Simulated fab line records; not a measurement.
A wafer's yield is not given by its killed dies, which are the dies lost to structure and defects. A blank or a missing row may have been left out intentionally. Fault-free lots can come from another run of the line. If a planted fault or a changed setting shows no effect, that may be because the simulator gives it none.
A lot that was struck, set against a sound lot | flow n5Finfet | 22 out of 1938 route steps
Sound: the wafers L751.1, L751.4, L751.5. Struck: wafers L741.2, L741.4, L741.5. The cause is named last.
Per side, at each step with rows, come the tool, then ch with its chambers, and then its first start. Under that, the readings that differ: sound wafers | struck wafers | difference of the means | sigmas: that difference in standard deviations of wafers without a fault.
alike: a reading whose means differ by less than 2 such deviations, as well as words and numbers matching on both sides. not compared: withheld readings; readings where some wafer has no value; bounds like >300 that might hide an equal value; numbers whose values overlap and for which the record gives no deviation.
The two part at a step that has a row with sigmas, a row that says differs or no value, or rows on one side only. Non-overlapping numbers with no deviation appear without sigmas and do not part them. A reading missing from all wafers of one side parts the sides only when that side holds two or more wafers.

first, 8 steps without rows for these wafers: N5_BEOL_M1_PRE_CLEAN_60 (time 15 s); N5_BEOL_M1_CO_CAP_55 (material Co, precursor CCTBA/H2, target thk 2 nm, time 102.1 s); N5_BEOL_M1_PRE_CLEAN_56 (time 15 s); N5_BEOL_M1_DEP_57 (deposits SiCN from 3MS/NH3, target thk 8 nm, time 14 s); N5_BEOL_M2_ILD_DEP_00 (deposits SiOC from DEMS/O2, target thk 79 nm, time 15.3 s); N5_BEOL_M2_PECVD_72 (deposits SiO2 from TEOS/O2, target thk 16 nm, time 18 s); N5_BEOL_M2_HM_DEP_02 (deposits TiN, target thk 20 nm); N5_BEOL_M2_COAT_61 (time 60 s, resist thk 60 nm).
N5_BEOL_M2_COAT_62: time 60 s, resist thk 12 nm.
  sound on lithoTrack-05 ch 0, day 10 14:15; struck on lithoTrack-03 ch 0, day 8 11:54
reading            | sound                | struck               | difference | sigmas
spinSpeedRpm (rpm) | 1500.6 1499.2 1499.3 | 1571.4 1572.1 1571.0 | +71.8      | +92
then, 9 steps without rows for these wafers: N5_BEOL_M2_COAT_73 (time 60 s, resist thk 5 nm); N5_BEOL_M2_COAT_05 (resist thk 30 nm); N5_BEOL_M2_EBR_07; N5_BEOL_M2_SOFTBAKE_06 (time 60 s); N5_BEOL_M2_EXPOSE_08 (exposes mask M2); N5_BEOL_M2_PEB_09 (peb time 60 s); N5_BEOL_M2_DEVELOP_10 (develop time 30 s); N5_BEOL_M2_DESCUM_16 (chemistry O2, time 7 s); N5_BEOL_M2_ETCH_74 (etches underlayer in N2/H2, target depth 6.5 nm, time 5.2 s).
N5_BEOL_M2_ETCH_63: etches SiARC in CF4, target depth 15.6 nm, time 26 s.
  sound on rieDiel-02 ch 0,2,3, day 10 14:41; struck on rieDiel-02 ch 0,2,3, day 8 12:20
reading                 | sound             | struck            | difference | sigmas
model.etch.depthNm (nm) | 11.98 11.98 11.98 | 11.74 11.77 11.78 | -0.22      | 
  alike: drypumpMotorCurrentA, etchRfOnTimeS, oesProductAu, rfVppV, showerheadPlenumPTorr, throttleValvePct
  not compared: rfHoursCounterH
then, 1 step without rows for these wafers: N5_BEOL_M2_ETCH_64 (etches SOC in N2/H2, target depth 75 nm, overetch 22.5 nm, time 121.9 s).
N5_BEOL_M4_RC_MEAS_101:
  sound on prober-01 ch 0, day 11 16:41; struck on prober-01 ch 0, day 10 03:54
  alike: DIBL_N, DIBL_P, IOFF_N, IOFF_P, ION_N, ION_P, SS_N, SS_P, VT_N, VT_P
-- the record jumps here: 4 days lie between the struck wafers' starts before and after (it left off in module BEOL_M4 and takes up again in module PASSIVATION, whose first step shown is number 1936 of the route) --
N5_PASSIVATION_PROBE_49:
  the record has rows for the struck wafers here (prober-02, day 14 09:44) and none for the sound ones

## WHERE THEY PART
Earliest at N5_BEOL_M2_COAT_62; latest, in this record, at N5_PASSIVATION_PROBE_49.

WHY: whatever the simulator had introduced
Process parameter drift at N5_BEOL_M2_COAT_62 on lithoTrack-03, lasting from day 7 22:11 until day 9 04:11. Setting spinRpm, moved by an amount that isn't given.
